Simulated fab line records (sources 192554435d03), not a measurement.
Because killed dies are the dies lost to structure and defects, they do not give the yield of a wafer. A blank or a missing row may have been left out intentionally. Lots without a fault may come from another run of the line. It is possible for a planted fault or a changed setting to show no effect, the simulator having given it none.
What tool caused it? / flow n5 finfet / 12 lots with 36 wafers sampled at 5 steps, on a route of 1938 steps

== WHAT EACH GAUGE READ, for each wafer ==
N5_DUMMY_GATE_INSPECT_27: inspects for defects (brightfield).
lot=L075; measured=day 3 04:19; on=defect inspect-01; raw defect count=385 243 273
lot=L077; measured=day 3 17:23; on=defect inspect-01; raw defect count=268 234 306
lot=L079; measured=day 4 05:55; on=defect inspect-02; raw defect count=323 234 337
lot=L081; measured=day 4 19:37; on=defect inspect-01; raw defect count=205 309 248
lot=L083; measured=day 5 06:02; on=defect inspect-01; raw defect count=363 406 302
lot=L085; measured=day 5 16:23; on=defect inspect-02; raw defect count=210 207 167
lot=L087; measured=day 6 05:05; on=defect inspect-01; raw defect count=216 149 378
lot=L089; measured=day 6 19:26; on=defect inspect-02; raw defect count=409 418 302
lot=L091; measured=day 7 07:04; on=defect inspect-01; raw defect count=422 343 287
lot=L092; measured=day 7 23:26; on=defect inspect-02; raw defect count=551 341 367
lot=L095; measured=day 8 05:08; on=defect inspect-01; raw defect count=276 170 334
lot=L097; measured=day 8 16:34; on=defect inspect-02; raw defect count=178 318 303

== WHAT TOOL EACH LOT RAN ON (gives the tool, then ch and the chambers of the sampled wafers, and finally the start) ==
lot=L075; N5_STI_FIN_REVEAL_DENSIFY_30=rtp anneal-02 ch 0, day 2 15:11; N5_STI_FIN_REVEAL_ETCH_34=rie si-04 ch 0,3, day 2 17:44; N5_DUMMY_GATE_HM_OPEN_21=rie diel-06 ch 0,1, day 3 03:40; N5_DUMMY_GATE_ETCH_44=rie si-03 ch 0,2, day 3 03:55
lot=L077; N5_STI_FIN_REVEAL_DENSIFY_30=rtp anneal-02 ch 0, day 3 03:44; N5_STI_FIN_REVEAL_ETCH_34=rie si-06 ch 1,3, day 3 06:23; N5_DUMMY_GATE_HM_OPEN_21=rie diel-01 ch 2,3, day 3 16:45; N5_DUMMY_GATE_ETCH_44=rie si-03 ch 0,1,3, day 3 17:00
lot=L079; N5_STI_FIN_REVEAL_DENSIFY_30=rtp anneal-01 ch 0, day 3 14:48; N5_STI_FIN_REVEAL_ETCH_34=rie si-04 ch 0,2, day 3 17:22; N5_DUMMY_GATE_HM_OPEN_21=rie diel-06 ch 0,3, day 4 05:08; N5_DUMMY_GATE_ETCH_44=rie si-02 ch 0,1, day 4 05:23
lot=L081; N5_STI_FIN_REVEAL_DENSIFY_30=rtp anneal-02 ch 0, day 4 02:35; N5_STI_FIN_REVEAL_ETCH_34=rie si-04 ch 0,2,3, day 4 05:05; N5_DUMMY_GATE_HM_OPEN_21=rie diel-06 ch 0,2,3, day 4 18:59; N5_DUMMY_GATE_ETCH_44=rie si-03 ch 1,2, day 4 19:14
lot=L083; N5_STI_FIN_REVEAL_DENSIFY_30=rtp anneal-01 ch 0, day 4 14:59; N5_STI_FIN_REVEAL_ETCH_34=rie si-06 ch 0,2,3, day 4 17:36; N5_DUMMY_GATE_HM_OPEN_21=rie diel-06 ch 1,2, day 5 05:20; N5_DUMMY_GATE_ETCH_44=rie si-05 ch 1,2, day 5 05:35
lot=L085; N5_STI_FIN_REVEAL_DENSIFY_30=rtp anneal-02 ch 0, day 5 03:08; N5_STI_FIN_REVEAL_ETCH_34=rie si-04 ch 1,2,3, day 5 05:41; N5_DUMMY_GATE_HM_OPEN_21=rie diel-06 ch 0,1,3, day 5 15:45; N5_DUMMY_GATE_ETCH_44=rie si-05 ch 0,2,3, day 5 16:00
lot=L087; N5_STI_FIN_REVEAL_DENSIFY_30=rtp anneal-01 ch 0, day 5 16:01; N5_STI_FIN_REVEAL_ETCH_34=rie si-06 ch 0,2, day 5 18:32; N5_DUMMY_GATE_HM_OPEN_21=rie diel-06 ch 0,1,2, day 6 04:25; N5_DUMMY_GATE_ETCH_44=rie si-05 ch 0,1,3, day 6 04:40
lot=L089; N5_STI_FIN_REVEAL_DENSIFY_30=rtp anneal-01 ch 0, day 6 06:10; N5_STI_FIN_REVEAL_ETCH_34=rie si-04 ch 0,1,2, day 6 08:42; N5_DUMMY_GATE_HM_OPEN_21=rie diel-06 ch 2,3, day 6 18:44; N5_DUMMY_GATE_ETCH_44=rie si-02 ch 0,3, day 6 18:59
lot=L091; N5_STI_FIN_REVEAL_DENSIFY_30=rtp anneal-02 ch 0, day 6 15:07; N5_STI_FIN_REVEAL_ETCH_34=rie si-06 ch 0,1, day 6 19:13; N5_DUMMY_GATE_HM_OPEN_21=rie diel-06 ch 1,2, day 7 06:25; N5_DUMMY_GATE_ETCH_44=rie si-03 ch 2,3, day 7 06:40
lot=L092; N5_STI_FIN_REVEAL_DENSIFY_30=rtp anneal-02 ch 0, day 7 08:33; N5_STI_FIN_REVEAL_ETCH_34=rie si-04 ch 0,2,3, day 7 11:14; N5_DUMMY_GATE_HM_OPEN_21=rie diel-01 ch 0,1,3, day 7 22:44; N5_DUMMY_GATE_ETCH_44=rie si-02 ch 0,2,3, day 7 22:59
lot=L095; N5_STI_FIN_REVEAL_DENSIFY_30=rtp anneal-02 ch 0, day 7 14:53; N5_STI_FIN_REVEAL_ETCH_34=rie si-01 ch 0,1,2, day 7 17:29; N5_DUMMY_GATE_HM_OPEN_21=rie diel-03 ch 1,3, day 8 04:29; N5_DUMMY_GATE_ETCH_44=rie si-05 ch 1,3, day 8 04:44
lot=L097; N5_STI_FIN_REVEAL_DENSIFY_30=rtp anneal-02 ch 0, day 8 03:11; N5_STI_FIN_REVEAL_ETCH_34=rie si-04 ch 1,3, day 8 05:44; N5_DUMMY_GATE_HM_OPEN_21=rie diel-06 ch 0,3, day 8 15:55; N5_DUMMY_GATE_ETCH_44=rie si-05 ch 2,3, day 8 16:10
- N5_STI_FIN_REVEAL_DENSIFY_30
- N5_STI_FIN_REVEAL_ETCH_34: etches Si in H2, material Si, target depth 0.97 nm.
- N5_DUMMY_GATE_HM_OPEN_21: chemistry CH3F/O2, target SiNx, target depth 120 nm, time 171.4 s.
- N5_DUMMY_GATE_ETCH_44: etches poly-Si in HBr/O2, stops on SiO2, target depth 127.5 nm.

== THE ANSWER, worked out from the rows above alone ==
Rule: the lots themselves supply what counts as usual. The widest of any qualifying gaps counts: lots, ordered by their means at a reading, are off when they make up no more than a third of the lots, leave a main group of 4 or more, and stand apart from it by 3 or more times the standard deviation of that group's means. Not used: any main group whose means are identical at the precision the tables above print for the reading. A lot without any number at a reading at which 4 lots or more have one is off too. All remaining lots with rows at the step are treated as sound.
No lot is off on any of the readings shown, so nothing can be concluded from this.

== WHAT THE SIMULATOR HAD INSERTED ==
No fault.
